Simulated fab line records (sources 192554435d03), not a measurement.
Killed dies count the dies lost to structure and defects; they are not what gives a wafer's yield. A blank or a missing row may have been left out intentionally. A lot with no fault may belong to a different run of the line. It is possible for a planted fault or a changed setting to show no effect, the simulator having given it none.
Split-lot trial -- flow n5-finfet -- on a route of 1938 steps: 7 lots, 21 wafers read

## ON THE SPLIT
At N5_BEOL_M0_SAQP_COAT_72 (time 60 s, resist thk 15 nm), the setting spin-rpm was moved away from the recipe's 1500 rpm on 7 of the 21 wafers read, by -11.1% to +10.9%. The other wafers ran this setting at the recipe's value.

The reading comes from the split's own step.

## THE READING
SiARC_of_BEOL_M0_SAQP_COAT_72.thk-nm (the simulator's own value, which no gauge read), in nm, at N5_BEOL_M0_SAQP_COAT_72 (time 60 s, resist thk 15 nm). The file gives no usual value for it.

wafer,"tool, chamber at the split","spin-rpm as run, rpm",against the recipe,"SiARC_of_BEOL_M0_SAQP_COAT_72.thk-nm, nm",against lot-mates on the recipe
L076.1,"litho-track-02, 0",1500,recipe,15,-
L076.4,"litho-track-02, 0",1500,recipe,15,-
L076.3,"litho-track-02, 0",1447,-3.5%,15.2,+0.2
L079.2,"litho-track-03, 0",1402,-6.5%,15.6,+0.6
L079.4,"litho-track-03, 0",1500,recipe,15,-
L079.6,"litho-track-03, 0",1500,recipe,15,-
L080.4,"litho-track-03, 0",1500,recipe,15,-
L080.5,"litho-track-03, 0",1500,recipe,15,-
L080.6,"litho-track-03, 0",1664,+10.9%,14.2,-0.8
L081.1,"litho-track-04, 0",1619,+7.9%,14.4,-0.6
L081.3,"litho-track-04, 0",1500,recipe,15,-
L081.6,"litho-track-04, 0",1500,recipe,15,-
L089.1,"litho-track-02, 0",1500,recipe,15,-
L089.4,"litho-track-02, 0",1333,-11.1%,16,+1.0
L089.5,"litho-track-02, 0",1333,-11.1%,16,+1.0
L093.1,"litho-track-02, 0",1500,recipe,15,-
L093.2,"litho-track-02, 0",1500,recipe,15,-
L093.5,"litho-track-02, 0",1500,recipe,15,-
L094.1,"litho-track-04, 0",1582,+5.5%,14.6,-0.4
L094.2,"litho-track-04, 0",1500,recipe,15,-
L094.4,"litho-track-04, 0",1500,recipe,15,-

FIT RESULTS
A straight line over all 21 wafers: SiARC_of_BEOL_M0_SAQP_COAT_72.thk-nm changes by -0.0824 nm for each +1% of spin-rpm; r = -0.99; the points scatter about the line by 0.043 nm.
The same after taking each lot's own level away (the mean of its wafers on the recipe; 21 wafers): -0.0824 nm for each +1%; r = -0.99; scatter 0.043 nm.
The reading moves by 0.92 nm for the largest change in spin-rpm, on that fit.
The lots' own levels span 15.00 to 15.00 nm.
Hence the lot-to-lot level has little effect on the slope; both slopes agree.
Check: +0.908 nm against its lot-mates is what the line predicts for one of the wafers moved furthest among these (-11.1%) when that wafer is left out of the fit. Against them it came out at +1 nm.

## THESE WAFERS: OTHER SPLITS
Note: prior to the reading, these wafers also went through further splits. Each is held against what the fit with the lots' levels taken away leaves over:
other split on the same wafers,wafers away from the commonest value,r with SiARC_of_BEOL_M0_SAQP_COAT_72.thk-nm (lot level and that fit taken away)
N5_SD_EPI_P_EPI_21 epi-growth-time-s,9,+0.01
N5_SD_ACTIVATION_LSA_01 temp-c,4,-0.44
N5_GATE_CUT_ETCH_58 time-s,7,+0.09
N5_GATE_CUT_ALD_22 ald-cycles,4,-0.19
N5_GATE_CUT_CMP_23 down-force-psi,10,+0.24
N5_MOL_CONTACT_COAG_ALD_27 time-s,2,-0.02
N5_BEOL_M0_SAQP_PECVD_03 time-s,7,-0.18
N5_BEOL_M0_SAQP_HM_DEP_111 time-s,5,+0.48

## THE FILE'S OWN FIT
SiARC_of_BEOL_M0_SAQP_COAT_72.thk-nm changes by -0.0803 nm for each +1% of spin-rpm, r = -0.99.
